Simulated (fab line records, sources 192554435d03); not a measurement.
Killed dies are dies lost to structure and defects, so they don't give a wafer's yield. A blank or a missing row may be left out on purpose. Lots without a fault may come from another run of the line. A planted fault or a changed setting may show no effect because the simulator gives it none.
One fault seen from 2 desks | flow n5_finfet | each desk has only its own numbers; what lay behind them comes last

THE METROLOGY DESK
What the gauges read, lot by lot, whatever tool the lot ran on: means of the sampled wafers that have a number. A lot is out of limits, marked OUT, if its mean lies more than 4 standard deviations from the usual mean; the brackets give that distance. Of its 11 readings 7 are shown: those that lie furthest out on some lot.
Columns: A = DIBL_N at N5_BEOL_M4_RC_MEAS_101, usual 36.0 mV/V; B = IOFF_N at N5_BEOL_M4_RC_MEAS_101, usual 0.16 nA/um; C = IOFF_P at N5_BEOL_M4_RC_MEAS_101, usual 0.21 nA/um; D = SS_N at N5_BEOL_M4_RC_MEAS_101, usual 71.5 mV/dec; E = SS_P at N5_BEOL_M4_RC_MEAS_101, usual 73.2 mV/dec; F = VT_N at N5_BEOL_M4_RC_MEAS_101, usual 250 mV; G = VT_P at N5_BEOL_M4_RC_MEAS_101, usual -251 mV
lot  | first seen here | A    | B    | C    | D    | E    | F   | G
L623 | day 4 20:55     | 36.4 | 0.15 | 0.22 | 71.7 | 73.2 | 252 | -249
L626 | day 5 11:16     | 33.6 | 0.12 | 0.14 | 71.2 | 72.8 | 254 | -257
L633 | day 7 06:08     | 36.2 | 0.16 | 0.18 | 71.4 | 73.0 | 250 | -254
L641 | day 9 03:22     | 40.5 | 0.22 | 0.26 | 72.3 | 74.6 | 245 | -247
L644 | day 9 20:36     | 36.3 | 0.17 | 0.24 | 71.6 | 73.1 | 249 | -246
L645 | day 10 04:38    | 37.3 | 0.20 | 0.23 | 72.2 | 73.8 | 247 | -251
L646 | day 10 11:57    | 34.6 | 0.16 | 0.21 | 71.4 | 72.5 | 247 | -249
This desk's finding: nothing out of limits on any of the 7 lots.

THE TOOL OWNER'S DESK: pvd_sputter-03
The tool's own readings at N5_MOL_CONTACT_COAG_SPUTTER_143 (material Co, target thk 2.5 nm): means of the sampled wafers that have a number, for each lot that ran on this tool. A lot is out of limits, marked OUT, if its mean lies more than 4 standard deviations from the usual mean; the brackets give that distance.
Columns: A = throttle_valve_pct at N5_MOL_CONTACT_COAG_SPUTTER_143, usual 29.9 %
lot  | first seen here | A
L633 | day 7 08:15     | 28.9
L641 | day 9 06:25     | 29.0
L644 | day 9 22:46     | 29.5
L645 | day 10 08:19    | 30.0
This desk's finding: nothing out of limits on any of the 4 lots.

PUT TOGETHER
The metrology desk saw nothing out of limits.
The tool owner's desk saw nothing out of limits.

WHAT THE SIMULATOR HAD PUT IN
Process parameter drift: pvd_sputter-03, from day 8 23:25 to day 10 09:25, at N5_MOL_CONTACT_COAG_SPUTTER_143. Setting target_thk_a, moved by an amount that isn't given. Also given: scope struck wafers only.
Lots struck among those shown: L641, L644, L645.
